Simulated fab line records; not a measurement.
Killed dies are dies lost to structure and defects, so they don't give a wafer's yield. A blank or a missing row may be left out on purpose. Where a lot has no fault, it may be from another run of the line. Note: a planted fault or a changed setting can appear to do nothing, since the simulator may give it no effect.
fab line records | flow nand-harc
[record] lots = 12 | wafers = 36 | last-day = 33
route steps=1302 shown A_CHANNEL_FILL_D1@496 A_ONON_D2@551 END@1302
lots that met no fault: taken from a fault-free run of the same line
start-h: the number of hours between the record's first day and the start of the first shown wafer of the lot | wait-h: time in hours since the lot's previous step | " as in the row above | L1.1+2: one row covering several wafers at once | - no value, or no start given | * or withheld: withheld | < > ~ a bound
route shown NAME@n: NAME is a module with steps in the file, n the number in the route of the first one | usual: average and standard deviation across the fault-free wafers | same: alike in all rows | chamber/n: place in a boat | sites: per-site readings | _std_site: standard deviation of those values | _edge_site: inner sites' mean taken away from outer sites' mean | radius-mm: how far each site lies from the wafer's centre | mask NAME#n: copy n | behind: the last tool/chamber to shape the wafer | hold: cause of the lot's hold/its duration in hours/its outcome | device: whichever transistor did not switch (one of n, p or np) | end of line: tests run on the same wafers once the route is complete | for a step that has no rows: nothing shown but its recipe | killed: dies that structure and defects cost at the first sort, which is not the same as the wafer's yield | map: a wafer's dies, marking killed ones x, the rest . and places with no die _
set.NAME: the setting that was run; set.NAME@STEP: the one run at that earlier step | model.NAME: the simulator's own value behind a step, which no gauge read
one table for each step of the route and one row for each wafer, over a sample of lots
services: when a tool's chamber went out of use (start-h, in hours from the record's first day, below 0 if earlier), for how many hours, and the reason
[[steps]]
[step NHARC_A_CHANNEL_FILL_D1_ALD_16]
[recipe] target-thk-a = 15 | pulse-time-s = 10 | ald-cycles = 15 | temp-c = 300 | material = SiO2
[usual] heater-power-w = 473/46 | precursor-pulse-height-rel = 1.002/0.018
lot.wafer | tool      | chamber | start-h | wait-h | heater-power-w | precursor-pulse-height-rel
L597.3    | ald-hk-04 | 1       | 212.64  | 0.0    | 497            | 0.974
L597.1    | "         | 3       | "       | "      | 533            | 1.007
L597.5    | "         | 1       | "       | "      | 507            | 0.975
L598.4    | ald-hk-04 | 0       | 212.80  | 0.2    | 456            | 0.995
L598.1    | "         | 3       | "       | "      | 527            | 0.996
L598.5    | "         | 0       | "       | "      | 461            | 0.983
L600.1    | ald-hk-03 | 1       | 228.61  | 0.0    | 446            | 1.012
L600.2    | "         | 2       | "       | "      | 392            | 1.000
L600.5    | "         | 2       | "       | "      | 403            | 1.015
L599.2    | ald-hk-01 | 2       | 228.64  | 0.1    | 419            | 1.004
L599.1    | "         | 3       | "       | "      | 492            | 0.997
L599.5    | "         | 1       | "       | "      | 448            | 1.014
L601.1    | ald-hk-01 | 0       | 247.53  | 0.1    | 534            | 1.010
L601.3    | "         | 1       | "       | "      | 453            | 1.021
L601.5    | "         | 3       | "       | "      | 495            | 0.996
L602.4    | ald-hk-01 | 3       | 258.21  | 0.8    | 485            | 1.007
L602.6    | "         | 0       | "       | "      | 524            | 0.977
L602.5    | "         | 1       | "       | "      | 446            | 0.984
L603.4    | ald-hk-01 | 0       | 279.85  | 0.0    | 529            | 1.019
L603.2    | "         | 1       | "       | "      | 451            | 0.986
L603.5    | "         | 0       | "       | "      | 525            | 1.011
L606.2    | ald-hk-03 | 0       | 305.36  | 0.1    | 560            | 0.998
L606.6    | "         | 2       | "       | "      | 395            | 1.001
L606.5    | "         | 3       | "       | "      | 383            | 1.004
L607.4    | ald-hk-04 | 3       | 311.23  | 1.6    | 526            | 0.980
L607.5    | "         | 2       | "       | "      | 484            | 1.026
L607.6    | "         | 3       | "       | "      | 524            | 0.972
L608.2    | ald-hk-04 | 1       | 319.33  | 0.0    | 497            | 1.017
L608.1    | "         | 3       | "       | "      | 520            | 0.999
L608.5    | "         | 1       | "       | "      | 503            | 0.990
L617.2    | ald-hk-03 | 3       | 416.83  | 0.1    | 380            | 0.994
L617.1    | "         | 1       | "       | "      | 426            | 1.009
L617.6    | "         | 3       | "       | "      | 400            | 0.998
L619.3    | ald-hk-01 | 3       | 432.46  | 0.1    | 465            | 1.001
L619.4    | "         | 0       | "       | "      | 503            | 1.058
L619.1    | "         | 1       | "       | "      | 451            | 1.003
[step NHARC_A_CHANNEL_FILL_D1_ETCHBACK_08]
[recipe] target-depth-a = 2200 | time-s = 110 | c4f8-flow-sccm = 20 | ar-flow-sccm = withheld | rf-w = 600 | bias-w = 300 | chemistry = C4F8
[usual] oes-product-au = 0.96/0.035 | rf-fwd-power-W = 595.6/2.2 | rf-vpp-V = 442/3.1
lot.wafer | tool        | chamber | start-h | wait-h | oes-product-au | rf-fwd-power-W | rf-hours-counter-h | rf-vpp-V
L597.1    | rie-diel-01 | 0       | -       | -      | 1.00           | 594.2          | 1.9                | 440
L597.3    | "           | 3       | "       | "      | 0.98           | 591.8          | -                  | 445
L597.5    | "           | 3       | "       | "      | 0.98           | 596.2          | -                  | 446
L598.4    | rie-diel-05 | 3       | -       | -      | 0.99           | 600.8          | 0.0                | 441
L598.1    | "           | 0       | "       | "      | 1.01           | 598.9          | 0.0                | 439
L598.5    | "           | 2       | "       | "      | 0.99           | 598.2          | -                  | 444
L599.2    | rie-diel-05 | 1       | -       | -      | 0.91           | 595.1          | 0.5                | 438
L599.1    | "           | 2       | "       | "      | 0.93           | 597.7          | 0.6                | 444
L599.5    | "           | 0       | "       | "      | 0.94           | 597.5          | -                  | 439
L600.1    | rie-diel-09 | 2       | -       | -      | 0.92           | 593.4          | 7.0                | 445
L600.2    | "           | 0       | "       | "      | 0.92           | 595.0          | 6.7                | 444
L600.5    | "           | 2       | "       | "      | 0.94           | 596.1          | -                  | 445
L601.3    | rie-diel-01 | 3       | -       | -      | 0.92           | 593.5          | 3.2                | 444
L601.1    | "           | 0       | "       | "      | 0.92           | 593.8          | 4.0                | 438
L601.5    | "           | 2       | "       | "      | 0.92           | 596.0          | -                  | 439
L602.4    | rie-diel-01 | 2       | -       | -      | 0.94           | 594.0          | 2.3                | 435
L602.5    | "           | 0       | "       | "      | 0.95           | 594.1          | -                  | 439
L602.6    | "           | 1       | "       | "      | 0.95           | 591.3          | -                  | 436
L603.4    | rie-diel-09 | 0       | -       | -      | 0.91           | 598.4          | 10.8               | 445
L603.2    | "           | 3       | "       | "      | 0.91           | 595.1          | 9.8                | 443
L603.5    | "           | 0       | "       | "      | 0.92           | 598.0          | -                  | 445
L606.2    | rie-diel-09 | 2       | -       | -      | 1.01           | 593.0          | 0.3                | 446
L606.5    | "           | 0       | "       | "      | 0.99           | 597.0          | -                  | 444
L606.6    | "           | 1       | "       | "      | 1.00           | 596.0          | -                  | 444
L607.4    | rie-diel-09 | 3       | -       | -      | 1.00           | 598.7          | 0.6                | 443
L607.6    | "           | 2       | "       | "      | 1.01           | 597.5          | -                  | 447
L607.5    | "           | 3       | "       | "      | 1.00           | 599.0          | -                  | 444
L608.2    | rie-diel-05 | 3       | -       | -      | 0.92           | 597.1          | 6.1                | 441
L608.1    | "           | 0       | "       | "      | 0.94           | 598.8          | 4.7                | 439
L608.5    | "           | 2       | "       | "      | 0.92           | 594.6          | -                  | 444
L617.2    | rie-diel-01 | 3       | -       | -      | 0.98           | 592.9          | 3.6                | 444
L617.1    | "           | 0       | "       | "      | 1.00           | 595.8          | 3.7                | 437
L617.6    | "           | 3       | "       | "      | 0.98           | 592.7          | -                  | 445
L619.1    | rie-diel-01 | 2       | -       | -      | 0.92           | 595.6          | 5.6                | 437
L619.3    | "           | 0       | "       | "      | 0.92           | 594.6          | 5.2                | 438
L619.4    | "           | 1       | "       | "      | 0.92           | 591.7          | 6.4                | 437
[step NHARC_A_CHANNEL_FILL_D1_INSPECT_13]
[usual] raw-defect-count = 311/110
lot.wafer | tool              | chamber | start-h | wait-h | raw-defect-count
L598.1    | defect-inspect-02 | -       | 249.82  | 0.0    | 296
L598.4    | "                 | -       | "       | "      | 219
L598.5    | "                 | -       | "       | "      | 210
L597.1    | defect-inspect-01 | -       | 249.82  | 0.0    | 426
L597.3    | "                 | -       | "       | "      | 294
L597.5    | "                 | -       | "       | "      | 262
L599.1    | defect-inspect-02 | -       | 266.14  | 0.0    | 257
L599.2    | "                 | -       | "       | "      | 213
L599.5    | "                 | -       | "       | "      | 253
L600.1    | defect-inspect-02 | -       | 268.93  | 0.0    | 349
L600.2    | "                 | -       | "       | "      | 512
L600.5    | "                 | -       | "       | "      | 251
L601.1    | defect-inspect-01 | -       | 284.42  | 0.0    | 322
L601.3    | "                 | -       | "       | "      | 264
L601.5    | "                 | -       | "       | "      | 320
L602.4    | defect-inspect-01 | -       | 293.52  | 0.0    | 299
L602.5    | "                 | -       | "       | "      | 281
L602.6    | "                 | -       | "       | "      | 366
L603.2    | defect-inspect-02 | -       | 319.28  | 0.0    | 403
L603.4    | "                 | -       | "       | "      | 341
L603.5    | "                 | -       | "       | "      | 233
L606.2    | defect-inspect-01 | -       | 341.50  | 0.0    | 318
L606.5    | "                 | -       | "       | "      | 231
L606.6    | "                 | -       | "       | "      | 231
L607.4    | defect-inspect-02 | -       | 350.27  | 0.0    | 257
L607.5    | "                 | -       | "       | "      | 326
L607.6    | "                 | -       | "       | "      | 443
L608.1    | defect-inspect-02 | -       | 355.01  | 0.0    | 814
L608.2    | "                 | -       | "       | "      | 310
L608.5    | "                 | -       | "       | "      | 436
L617.1    | defect-inspect-01 | -       | 457.87  | 0.0    | 369
L617.2    | "                 | -       | "       | "      | 230
L617.6    | "                 | -       | "       | "      | 377
L619.1    | defect-inspect-02 | -       | 472.75  | 0.0    | 229
L619.3    | "                 | -       | "       | "      | 228
L619.4    | "                 | -       | "       | "      | 274
[step NHARC_A_ONON_D2_DEP_09]
[recipe] target-thk-a = 10000 | n2-flow-sccm = 2750 | n2o-flow-sccm = 2000 | nh3-flow-sccm = 500 | sih4-flow-sccm = 210 | temp-c = 400
[usual] sih4-flow-sccm = 209.9/0.66
lot.wafer | tool          | chamber | start-h | wait-h | sih4-flow-sccm
L598.1    | pecvd-onon-04 | 0       | 285.64  | 0.1    | 210.1
L598.4    | "             | 0       | "       | "      | 210.9
L598.5    | "             | 0       | "       | "      | 209.8
L597.1    | pecvd-onon-02 | 0       | 285.67  | 0.1    | 211.1
L597.3    | "             | 0       | "       | "      | 210.7
L597.5    | "             | 0       | "       | "      | 210.7
L600.1    | pecvd-onon-02 | 0       | 306.80  | 0.1    | 210.5
L600.2    | "             | 0       | "       | "      | 210.8
L600.5    | "             | 0       | "       | "      | 209.8
L599.1    | pecvd-onon-01 | 0       | 306.82  | 0.1    | 209.8
L599.2    | "             | 0       | "       | "      | 208.9
L599.5    | "             | 0       | "       | "      | 209.6
L601.1    | pecvd-onon-02 | 0       | 326.76  | 0.1    | 209.7
L601.3    | "             | 0       | "       | "      | 209.2
L601.5    | "             | 0       | "       | "      | 209.9
L602.4    | pecvd-onon-02 | 0       | 332.41  | 0.2    | 209.4
L602.5    | "             | 0       | "       | "      | 210.1
L602.6    | "             | 0       | "       | "      | 209.1
L603.2    | pecvd-onon-01 | 0       | 362.52  | 0.1    | 209.8
L603.4    | "             | 0       | "       | "      | 209.2
L603.5    | "             | 0       | "       | "      | 209.7
L606.2    | pecvd-onon-04 | 0       | 389.87  | 0.1    | 210.0
L606.5    | "             | 0       | "       | "      | 211.1
L606.6    | "             | 0       | "       | "      | 210.4
L607.4    | pecvd-onon-02 | 0       | 390.17  | 0.2    | 209.0
L607.5    | "             | 0       | "       | "      | 209.2
L607.6    | "             | 0       | "       | "      | 209.1
L608.1    | pecvd-onon-02 | 0       | 393.24  | 0.1    | 209.8
L608.2    | "             | 0       | "       | "      | 209.7
L608.5    | "             | 0       | "       | "      | 209.7
L617.1    | pecvd-onon-01 | 0       | 490.86  | 0.1    | 209.1
L617.2    | "             | 0       | "       | "      | 208.9
L617.6    | "             | 0       | "       | "      | 208.7
L619.1    | pecvd-onon-01 | 0       | 504.54  | 0.1    | 210.8
L619.3    | "             | 0       | "       | "      | 209.7
L619.4    | "             | 0       | "       | "      | 210.1
[step NHARC_A_ONON_D2_THK_MEAS_11]
[recipe] thk-meas-gauge = ellipsometry
[usual] thk-nm = 1001/12
lot.wafer | tool          | chamber | start-h | wait-h | thk-nm
L598.1    | film-metro-02 | -       | 286.15  | -      | 987
L598.4    | "             | -       | "       | "      | 990
L598.5    | "             | -       | "       | "      | 989
L597.1    | film-metro-01 | -       | 286.18  | -      | 984
L597.3    | "             | -       | "       | "      | 984
L597.5    | "             | -       | "       | "      | 983
L600.1    | film-metro-01 | -       | 307.31  | -      | 1003
L600.2    | "             | -       | "       | "      | 1003
L600.5    | "             | -       | "       | "      | 1000
L599.1    | film-metro-02 | -       | 307.32  | -      | 1014
L599.2    | "             | -       | "       | "      | 1017
L599.5    | "             | -       | "       | "      | 1015
L601.1    | film-metro-01 | -       | 327.26  | -      | 1004
L601.3    | "             | -       | "       | "      | 1002
L601.5    | "             | -       | "       | "      | 1004
L602.4    | film-metro-01 | -       | 332.75  | -      | 989
L602.5    | "             | -       | "       | "      | 991
L602.6    | "             | -       | "       | "      | 991
L603.2    | film-metro-01 | -       | 362.97  | -      | 991
L603.4    | "             | -       | "       | "      | 993
L603.5    | "             | -       | "       | "      | 992
L606.2    | film-metro-01 | -       | 390.32  | -      | 1024
L606.5    | "             | -       | "       | "      | 1023
L606.6    | "             | -       | "       | "      | 1024
L607.4    | film-metro-01 | -       | 390.51  | -      | 1006
L607.5    | "             | -       | "       | "      | 1004
L607.6    | "             | -       | "       | "      | 1006
L608.1    | film-metro-02 | -       | 393.76  | -      | 1002
L608.2    | "             | -       | "       | "      | 999
L608.5    | "             | -       | "       | "      | 1003
L617.1    | film-metro-02 | -       | 491.37  | -      | 935
L617.2    | "             | -       | "       | "      | 934
L617.6    | "             | -       | "       | "      | 935
L619.1    | film-metro-01 | -       | 505.05  | -      | 961
L619.3    | "             | -       | "       | "      | 958
L619.4    | "             | -       | "       | "      | 959
[step NHARC_END_SORT_01]
[recipe] temp-c = 25
[usual] killed-at-array = 59/19 | killed-at-other = 1.0/1.1 | killed-at-periphery = 3.8/2.4 | killed-dies = 64/19 | killed-open = 3.3/2 | killed-short = 2.4/1.6
[same] gross-dies = 677
lot.wafer | tool      | chamber | start-h | wait-h | killed-at-array | killed-at-other | killed-at-periphery | killed-dies | killed-open | killed-short
L601.1    | prober-01 | 0       | 619.04  | 2.5    | 80              | 1               | 3                   | 84          | 3           | 3
L601.3    | prober-01 | 0       | 620.64  | 3.1    | 63              | 0               | 5                   | 68          | 1           | 2
L601.5    | prober-01 | 0       | 622.23  | 3.7    | 82              | 1               | 6                   | 89          | 3           | 4
L607.4    | prober-01 | 0       | 680.06  | 3.4    | 57              | 0               | 1                   | 58          | 2           | 0
L607.5    | prober-01 | 0       | 680.86  | 3.7    | 65              | 2               | 1                   | 68          | 0           | 2
L607.6    | prober-01 | 0       | 681.66  | 4.0    | 52              | 1               | 6                   | 59          | 5           | 1
L608.1    | prober-02 | 0       | 693.15  | 2.5    | 112             | 1               | 2                   | 115         | 2           | 4
L608.2    | prober-02 | 0       | 693.96  | 2.8    | 83              | 1               | 8                   | 92          | 6           | 5
L608.5    | prober-02 | 0       | 696.37  | 3.7    | 68              | 3               | 7                   | 78          | 5           | 3
// killed by level:class
L601.1 A_CHANNEL_HOLE_D1:chamber-film-flake=34 A_CHANNEL_HOLE_D2:chamber-film-flake=33 A_STAIRCASE:chamber-film-flake=5 P_GATE:chamber-film-flake=2 A_CONTACT:chamber-film-flake=2 P_GATE:geometric-particle:open=1 A_ONON_D2:geometric-particle:short=1 A_CHANNEL_HOLE_D2:geometric-particle:short=1
L601.3 A_CHANNEL_HOLE_D2:chamber-film-flake=31 A_CHANNEL_HOLE_D1:chamber-film-flake=15 A_STAIRCASE:chamber-film-flake=9 P_GATE:chamber-film-flake=3 A_SLIT:chamber-film-flake=3 A_CONTACT:chamber-film-flake=2 P_CONTACT:geometric-particle:open=1 A_WL_FILL:geometric-particle:short=1
L601.5 A_CHANNEL_HOLE_D1:chamber-film-flake=37 A_CHANNEL_HOLE_D2:chamber-film-flake=31 A_STAIRCASE:chamber-film-flake=4 P_GATE:chamber-film-flake=3 A_CONTACT:chamber-film-flake=3 P_GATE:geometric-particle:short=1 P_CONTACT:geometric-particle:open=1 A_CHANNEL_HOLE_D2:geometric-particle:short=1
L607.4 A_CHANNEL_HOLE_D1:chamber-film-flake=36 A_CHANNEL_HOLE_D2:chamber-film-flake=13 A_CHANNEL_FILL_D1:geometric-particle:open=2 A_CHANNEL_FILL_D1:chamber-film-flake=2 A_SLIT:chamber-film-flake=2 P_GATE:chamber-film-flake=1 A_WL_FILL:chamber-film-flake=1 A_CONTACT:chamber-film-flake=1
L607.5 A_CHANNEL_HOLE_D1:chamber-film-flake=35 A_CHANNEL_HOLE_D2:chamber-film-flake=16 A_CONTACT:chamber-film-flake=4 A_SLIT:chamber-film-flake=3 A_ONON_D2:geometric-particle:short=1 STARTING-WAFER:geometric-particle:short=1 P_GATE:chamber-film-flake=1 A_ZERO_WELL:chamber-film-flake=1
L607.6 A_CHANNEL_HOLE_D1:chamber-film-flake=35 A_CHANNEL_HOLE_D2:chamber-film-flake=9 P_GATE:chamber-film-flake=4 A_CHANNEL_FILL_D2:geometric-particle:open=2 P_CONTACT:geometric-particle:open=1 A_CHANNEL_HOLE_D1:geometric-particle:open=1 A_WL_FILL:geometric-particle:short=1 A_WL_FILL:geometric-particle:open=1
L608.1 A_SLIT:chamber-film-flake=40 A_CHANNEL_HOLE_D1:chamber-film-flake=38 A_CHANNEL_HOLE_D2:chamber-film-flake=22 A_CONTACT:chamber-film-flake=3 A_ONON_D1:geometric-particle:short=1 A_ONON_D2:geometric-particle:open=1 A_CHANNEL_FILL_D2:geometric-particle:short=1 A_BLC:geometric-particle:short=1
L608.2 A_CHANNEL_HOLE_D1:chamber-film-flake=33 A_SLIT:chamber-film-flake=27 A_CHANNEL_HOLE_D2:chamber-film-flake=7 P_STI:chamber-film-flake=3 P_CONTACT:chamber-film-flake=3 A_ONON_D2:geometric-particle:short=2 A_CHANNEL_FILL_D2:geometric-particle:short=2 A_ZERO_WELL:chamber-film-flake=2
L608.5 A_CHANNEL_HOLE_D1:chamber-film-flake=26 A_SLIT:chamber-film-flake=20 A_CHANNEL_HOLE_D2:chamber-film-flake=6 A_CONTACT:chamber-film-flake=6 THIN_TSV:chamber-film-flake=3 A_ONON_D1:geometric-particle:open=2 P_ZERO_WELL:chamber-film-flake=2 P_CONTACT:geometric-particle:open=1
[[services]]
tool          | chamber | start-h | hours | kind
rie-diel-09   | 2       | 190.39  | 6.3   | repair
rie-diel-09   | 1       | 190.47  | 4.5   | repair
rie-diel-01   | -       | 203.80  | 9.0   | pm
ald-hk-03     | -       | 212.15  | 10.0  | pm
ald-hk-04     | -       | 216.26  | 1.5   | repair
rie-diel-01   | 2       | 231.36  | 18.8  | repair
rie-diel-01   | -       | 239.27  | 0.7   | repair
rie-diel-01   | 1       | 240.66  | 5.5   | repair
rie-diel-01   | -       | 254.04  | 0.7   | repair
pecvd-onon-01 | -       | 269.67  | 13.0  | pm
rie-diel-01   | 3       | 270.46  | 5.8   | repair
pecvd-onon-02 | -       | 290.64  | 2.7   | repair
ald-hk-01     | -       | 300.39  | 10.0  | pm
rie-diel-09   | -       | 320.10  | 9.0   | pm
rie-diel-01   | 1       | 357.43  | 3.0   | repair
pecvd-onon-02 | -       | 366.09  | 13.0  | pm
rie-diel-01   | -       | 380.80  | 9.0   | pm
ald-hk-01     | -       | 415.84  | 0.4   | repair
rie-diel-01   | 0       | 437.29  | 2.8   | repair
ald-hk-04     | -       | 441.02  | 10.0  | pm
rie-diel-01   | 2       | 447.13  | 10.1  | repair
pecvd-onon-01 | -       | 450.67  | 13.0  | pm
rie-diel-01   | 0       | 452.47  | 1.8   | repair
rie-diel-09   | -       | 497.10  | 9.0   | pm
[[key]]
[first-sign] step = NHARC_A_ONON_D2_THK_MEAS_11 | reading = thk-nm | direction = down | sigmas = 4.5 | usual = 1001 | struck = 947
effect none on later readings
met-at NHARC_A_ONON_D2_DEP_09
struck-lots L617,L619
tester-left-out L617,L619
not-acting-at NHARC_A_CHANNEL_FILL_D1_ALD_16,NHARC_A_CHANNEL_FILL_D1_ETCHBACK_08,NHARC_A_CHANNEL_FILL_D1_INSPECT_13
onset-between 362.52 490.86
also-fits time
[fault] kind = process-parameter-drift | tool = pecvd-onon-01 | chamber = - | onset-h = 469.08 | steps = NHARC_A_ONON_D2_DEP_09 | channel = target-thk-a | offset = * | shape = step | end-h = 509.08 | acts-in = * | stated = *
// tester-left-out: of these lots the tester's yield and bins aren't shown, on N5 and GAA mostly nor the transistor test; their killed dies are dies lost to structure and defects alone, not to doping, threshold or leakage, so they don't give the yield
